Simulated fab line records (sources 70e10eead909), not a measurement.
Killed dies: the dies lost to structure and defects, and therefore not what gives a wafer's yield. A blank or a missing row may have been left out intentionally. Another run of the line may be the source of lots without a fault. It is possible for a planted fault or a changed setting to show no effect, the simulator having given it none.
Which of the tools did it? :: flow nand harc :: 21 wafers from 7 lots sampled at 2 of the route's 1159 steps

WHAT THE GAUGES SHOWED, per wafer
NHARC_THIN_TSV_THK_MEAS_02: measures by ir.
lot: L812
measured: day 19 15:24
on: film metro-01
thk nm (nm): 3050 2907 2897

lot: L811
measured: day 19 20:28
on: film metro-01
thk nm (nm): 3384 3409 3341

lot: L814
measured: day 20 15:42
on: film metro-02
thk nm (nm): 2952 2750 2801

lot: L816
measured: day 21 03:39
on: film metro-01
thk nm (nm): 2802 3344 2883

lot: L819
measured: day 21 12:17
on: film metro-02
thk nm (nm): 2840 2441 2749

lot: L827
measured: day 22 20:38
on: film metro-02
thk nm (nm): 3116 2785 3103

lot: L830
measured: day 23 23:56
on: film metro-01
thk nm (nm): 3200 3338 3035

WHICH TOOL RAN EACH LOT (tool, then ch and the chambers of the sampled wafers, then the start)
lot: L812
NHARC_A_CONTACT_ETCH_116: har cap etch-01 ch 0,1, day 17 05:47

lot: L811
NHARC_A_CONTACT_ETCH_116: har cap etch-02 ch 0,1, day 17 10:40

lot: L814
NHARC_A_CONTACT_ETCH_116: har cap etch-01 ch 0,1, day 18 06:11

lot: L816
NHARC_A_CONTACT_ETCH_116: har cap etch-03 ch 0,1, day 18 23:01

lot: L819
NHARC_A_CONTACT_ETCH_116: har cap etch-01 ch 0,1, day 19 11:31

lot: L827
NHARC_A_CONTACT_ETCH_116: har cap etch-01 ch 0,1, day 20 03:11

lot: L830
NHARC_A_CONTACT_ETCH_116: har cap etch-03 ch 0,1, day 21 21:23
- NHARC_A_CONTACT_ETCH_116: etches the open film in C4F8/O2/Ar, time 94 s, target depth 922 nm.

THE ANSWER, worked out from the rows above alone
Rule: the lots themselves supply what counts as usual. The widest of any qualifying gaps counts: lots, ordered by their means at a reading, are off when they make up no more than a third of the lots, leave a main group of 4 or more, and stand apart from it by 3 or more times the standard deviation of that group's means. If all means in a main group match to the digits the tables above print for the reading, that group is not used. A lot without any number at a reading at which 4 lots or more have one is off too. The other lots that the step has rows for count as sound.
No lot is off at any reading shown: from this, nothing can be told.

WHAT WAS PUT IN BY THE SIMULATOR
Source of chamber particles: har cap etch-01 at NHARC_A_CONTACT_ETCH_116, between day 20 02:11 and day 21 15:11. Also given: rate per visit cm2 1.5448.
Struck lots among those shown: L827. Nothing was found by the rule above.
